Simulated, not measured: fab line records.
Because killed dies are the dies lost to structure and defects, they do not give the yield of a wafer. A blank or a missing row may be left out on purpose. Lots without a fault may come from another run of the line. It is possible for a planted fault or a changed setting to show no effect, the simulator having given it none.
Struck lot and sound lot, side by side ; flow n5-finfet ; 14 out of 1938 route steps
Sound: the wafers L631.3, L631.4, L631.5. Struck: wafers L624.1, L624.2, L624.5. The cause is named last.
Order at every step that has rows: each side's tool, ch and its chambers, its first start. Under that, the readings that differ: sound wafers ; struck wafers ; difference of the means ; sigmas: that difference in standard deviations of wafers without a fault.
alike: same words and numbers on both sides, and readings whose means sit less than 2 such deviations apart. not compared: any withheld reading, any reading some wafer has no value for, any bound like >300 that may hide the same value, and any number with overlapping values for which the record gives no deviation.
A row with sigmas, a row that says differs or no value, or rows on one side alone: a step with any of these is where the two part. Non-overlapping numbers with no deviation appear without sigmas and do not part them. A reading missing from all wafers of one side parts the sides only when that side holds two or more wafers.

first, 4 steps without rows for these wafers: N5_HKMG_FIN_PRECLEAN_64 (cleans in dHF, time 30 s); N5_HKMG_FIN_WET_ETCH_65 (etches a-Si in TMAH, stops on TiN, time 49 s, target depth 3 nm); N5_HKMG_FIN_WET_ETCH_81 (etches TiN in SC1, stops on HfO2, time 57 s, target depth 6 nm); N5_HKMG_FIN_WET_ETCH_82 (etches La2O3 in dHCl, stops on HfO2, target depth 2 nm, rinse time 30 s).
N5_HKMG_FIN_ALD_36: deposits TiN, target thk 1 nm, pulse time 1 s, purge time 3 s.
  sound on ald-metal-04 ch 0,1,2, day 7 02:25; struck on ald-metal-04 ch 0,1,3, day 5 08:58
  alike: heater-power-w, precursor-pulse-height-rel
N5_HKMG_FIN_THK_MEAS_70: measures by xrf.
  sound on film-metro-02 at day 7 02:41; struck on film-metro-02 at day 5 09:14
  alike: HK_THK
N5_HKMG_FIN_PWFM_ALD_03: deposits TiN, target thk 2 nm, pulse time 1 s, purge time 3 s.
  sound on ald-metal-01 ch 0,2,3, day 7 02:44; struck on ald-metal-02 ch 0,2, day 5 09:17
  alike: heater-power-w, precursor-pulse-height-rel
then, 5 steps without rows for these wafers: N5_HKMG_FIN_COAT_29 (time 60 s, resist thk 300 nm); N5_HKMG_FIN_COAT_30 (time 60 s, resist thk 35 nm); N5_HKMG_FIN_COAT_06 (resist thk 90 nm); N5_HKMG_FIN_EBR_08; N5_HKMG_FIN_SOFTBAKE_07 (time 60 s).
N5_HKMG_FIN_EXPOSE_09: exposes mask NWFM.
  struck on arfi-scanner-02, day 5 09:59; sound on arfi-scanner-01 ch 0, day 7 03:20
  no value came back on the struck wafers for exposure-dose-mJ-cm2, focus-offset-nm (nm), sigma-outer; on the sound wafers exposure-dose-mJ-cm2 reads 39.21 39.21 39.23
  alike: mask
then, 1 step without rows for these wafers: N5_HKMG_FIN_PEB_10 (peb time 60 s).

## WHERE THEY PART
Only at N5_HKMG_FIN_EXPOSE_09, as far as this record shows.

WHY: whatever the simulator had introduced
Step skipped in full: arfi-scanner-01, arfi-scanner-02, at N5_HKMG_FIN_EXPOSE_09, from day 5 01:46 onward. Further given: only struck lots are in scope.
